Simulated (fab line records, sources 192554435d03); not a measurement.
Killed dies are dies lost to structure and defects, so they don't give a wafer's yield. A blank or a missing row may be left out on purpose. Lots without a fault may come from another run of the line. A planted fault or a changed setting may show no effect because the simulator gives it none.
Chamber matching | flow n5_finfet | N5_BEOL_M13_ILD_DEP_00 on pecvd-03: 3 sister chambers
The step deposits SiOC from DEMS/O2, target thk 837.92 nm, time 166.4 s. 3 wafers are shown with their chamber, then 7 later ones without.

WAFERS WITH THEIR CHAMBER
wafer  | chamber | throttle_valve_pct (%)
L078.5 | 0       | 11.9
L085.6 | 2       | 10.5
L091.5 | 1       | 11.6

WAFERS WITHOUT THEIR CHAMBER
wafer  | throttle_valve_pct (%)
L091.6 | 11.0
L094.2 | 11.7
L094.4 | 11.9
L094.5 | 10.6
L097.3 | 11.7
L097.4 | 10.6
L097.5 | 11.9

WHICH CHAMBER EACH WENT THROUGH
wafer  | from the rows above          | in truth
L091.6 | can't be placed: 2 or 1 or 0 | 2
L094.2 | can't be placed: 1 or 0      | 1
L094.4 | can't be placed: 0 or 1      | 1
L094.5 | 2                            | 2
L097.3 | can't be placed: 1 or 0      | 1
L097.4 | 2                            | 2
L097.5 | can't be placed: 0 or 1      | 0
Placed correctly: 2 of 7. Can't be placed from these rows: 5 (the true chamber is among the candidates in 5). Placed wrongly: 0.
How it was worked out, from the rows above alone: a wafer's distance from a chamber is the root of the sum, over the readings, of the square of ((its reading less the chamber's mean) divided by the reading's scatter). The wafer belongs to the nearest chamber; if the next one is less than 2 further off, it can't be placed. A chamber's mean is the mean of its shown wafers. The scatter: with one shown wafer a chamber, the root of the mean of the squares of how far each hidden wafer lies from its nearest shown one.
